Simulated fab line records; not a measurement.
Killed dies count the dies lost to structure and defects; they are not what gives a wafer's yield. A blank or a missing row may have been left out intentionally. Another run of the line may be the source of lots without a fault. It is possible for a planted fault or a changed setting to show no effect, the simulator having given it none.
Lot-split experiment	flow n5Finfet	21 wafers read across 7 lots, on a route 1938 steps long

## THE SPLIT
At N5_FIN_SAQP_EXPOSE_13 (exposes mask FIN CORE, target cd 35.6 nm), the setting doseMj was moved away from the recipe's 63.25 on 6 of the 21 wafers read, by -6.6% to +4.3%. All remaining wafers had this setting at the recipe value.

## FROM THE SPLIT TO THE READING: what the file shows between them, 2 steps
- N5_FIN_SAQP_PEB_14: peb time 60 s
- N5_FIN_SAQP_DEVELOP_15: develop time 30 s

## THE READING
Shown in nm: cdNm at N5_FIN_SAQP_CD_MEAS_16, with target cd 35.6 nm. Fault-free wafers of this fab line usually give 35.65 nm, standard deviation 0.28 nm.

wafer	tool, chamber at the split	doseMj as run	against the recipe	cdNm, nm	against lot-mates on the recipe
L074.1	arfiScanner-02, 0	63.25	recipe	35.31	-
L074.2	arfiScanner-02, 0	60.89	-3.7%	36.77	+1.05
L074.4	arfiScanner-02, 0	63.25	recipe	36.13	-
L081.3	arfiScanner-02, 0	63.25	recipe	35.73	-
L081.4	arfiScanner-02, 0	63.25	recipe	35.42	-
L081.6	arfiScanner-02, 0	63.25	recipe	35.39	-
L083.1	arfiScanner-02, 0	63.25	recipe	35.77	-
L083.5	arfiScanner-02, 0	63.25	recipe	35.28	-
L083.6	arfiScanner-02, 0	63.25	recipe	35.65	-
L091.3	arfiScanner-03, 0	63.25	recipe	35.79	-
L091.4	arfiScanner-03, 0	63.25	recipe	35.71	-
L091.5	arfiScanner-03, 0	59.09	-6.6%	37.75	+2.00
L092.1	arfiScanner-02, 0	65.03	+2.8%	34.87	-0.95
L092.3	arfiScanner-02, 0	63.25	recipe	35.73	-
L092.4	arfiScanner-02, 0	63.25	recipe	35.91	-
L095.1	arfiScanner-03, 0	65.97	+4.3%	34.57	no lot-mate on the recipe
L095.3	arfiScanner-03, 0	65.97	+4.3%	34.45	no lot-mate on the recipe
L095.5	arfiScanner-03, 0	65.97	+4.3%	34.62	no lot-mate on the recipe
L097.1	arfiScanner-03, 0	63.25	recipe	35.62	-
L097.2	arfiScanner-03, 0	63.25	recipe	35.56	-
L097.3	arfiScanner-03, 0	63.25	recipe	35.99	-

FIT RESULTS
A straight line over all 21 wafers: cdNm changes by -0.287 nm for each +1% of doseMj; r = -0.96; the points scatter about the line by 0.22 nm.
The same after taking each lot's own level away (the mean of its wafers on the recipe; 18 wafers): -0.304 nm for each +1%; r = -0.95; scatter 0.21 nm.
That fit puts the effect of the largest move of doseMj on the reading at 2 nm.
Measured against the standard deviation above, the lots' own levels, which go from 35.513 to 35.820 nm, span 1.1 times it.
So the lot-to-lot level changes the slope little: the two slopes agree.
Check: +1.98 nm against its lot-mates is what the line predicts for one of the wafers moved furthest among these (-6.6%) when that wafer is left out of the fit. Against them it came out at +2 nm.

## OTHER SPLITS ON THESE WAFERS
Before the reading, these wafers also passed through other splits. Each is held against what the fit with the lots' levels taken away leaves over:
other split on the same wafers	wafers away from the commonest value	r with cdNm (lot level and that fit taken away)
N5_WELL_APT_EXPOSE_05 doseMj	9	-0.15
N5_WELL_APT_DESCUM_13 timeS	4	-0.15
N5_FIN_SAQP_ALD_61 tempC	10	+0.01

## THE FILE'S OWN FIT
cdNm changes by -0.303 nm for each +1% of doseMj, r = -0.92.
